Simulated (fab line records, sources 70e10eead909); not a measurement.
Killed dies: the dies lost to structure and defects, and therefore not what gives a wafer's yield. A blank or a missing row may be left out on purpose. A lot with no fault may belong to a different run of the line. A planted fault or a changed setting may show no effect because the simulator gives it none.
Which of the tools did it? -- flow nand-harc -- 6 lots with 18 wafers sampled at 3 steps, on a route of 1302 steps

## WHAT THE GAUGES READ, wafer by wafer
NHARC_A_ONON_D2_THK_MEAS_30: measures by ellipsometry.
lot,measured,on,thk-nm (nm)
L876,day 13 11:07,film-metro-01,990 989 989
L878,day 14 16:16,film-metro-02,1015 1018 1016
L881,day 16 14:23,film-metro-01,996 998 998
L891,day 20 08:15,film-metro-01,635 633 634
L893,day 21 21:10,film-metro-02,1002 1004 1004
L896,day 22 21:43,film-metro-01,1008 1008 1006

## WHICH TOOL RAN EACH LOT (tool, then ch and the chambers of the sampled wafers, then the start)
lot,NHARC_A_CHANNEL_FILL_D1_STRIP_29,NHARC_A_ONON_D2_DEP_28
L876,"rie-diel-05 ch 0,1,3, day 11 05:35","pecvd-onon-04 ch 0, day 13 10:37"
L878,"rie-diel-05 ch 1,2,3, day 13 03:04 or earlier","pecvd-onon-03 ch 0, day 14 15:48"
L881,"rie-diel-08 ch 1,2, day 14 20:51 or earlier","pecvd-onon-03 ch 0, day 16 13:56"
L891,"rie-diel-08 ch 0,1, day 18 18:55 or earlier","pecvd-onon-02 ch 0, day 20 07:48"
L893,"rie-diel-08 ch 0,3, day 20 01:11 or earlier","pecvd-onon-03 ch 0, day 21 20:40"
L896,"rie-diel-08 ch 0,1,3, day 21 10:18 or earlier","pecvd-onon-02 ch 0, day 22 21:16"
- NHARC_A_CHANNEL_FILL_D1_STRIP_29: strips in O2, time 20 s.
- NHARC_A_ONON_D2_DEP_28: target thk 1000 nm.

## THE ANSWER, worked out from the rows above alone
Rule: the usual values come from the lots themselves. The widest of any qualifying gaps counts: lots, ordered by their means at a reading, are off when they make up no more than a third of the lots, leave a main group of 4 or more, and stand apart from it by 3 or more times the standard deviation of that group's means. A main group is skipped when, at the precision printed for the reading in the tables above, its means are all equal. Also off: a lot with no number at a reading for which 4 or more lots have one. All remaining lots with rows at the step are treated as sound.
Off at NHARC_A_ONON_D2_THK_MEAS_30 (thk-nm): L891. For the main group the mean is 1003 nm and the standard deviation 9.1.
A tool fits if, at a process step before that reading, it ran every lot that is off, and no sound lot after the first of them. Gauges at NHARC_A_ONON_D2_THK_MEAS_30: tried the same way as those tools. Because NHARC_A_CHANNEL_FILL_D1_STRIP_29 lacks a start for some lots, the hours and order of its lots are taken from NHARC_A_DECK1_JOINT_THK_MEAS_14. Not one of the candidates tried fits.

## WHAT THE SIMULATOR HAD INSERTED
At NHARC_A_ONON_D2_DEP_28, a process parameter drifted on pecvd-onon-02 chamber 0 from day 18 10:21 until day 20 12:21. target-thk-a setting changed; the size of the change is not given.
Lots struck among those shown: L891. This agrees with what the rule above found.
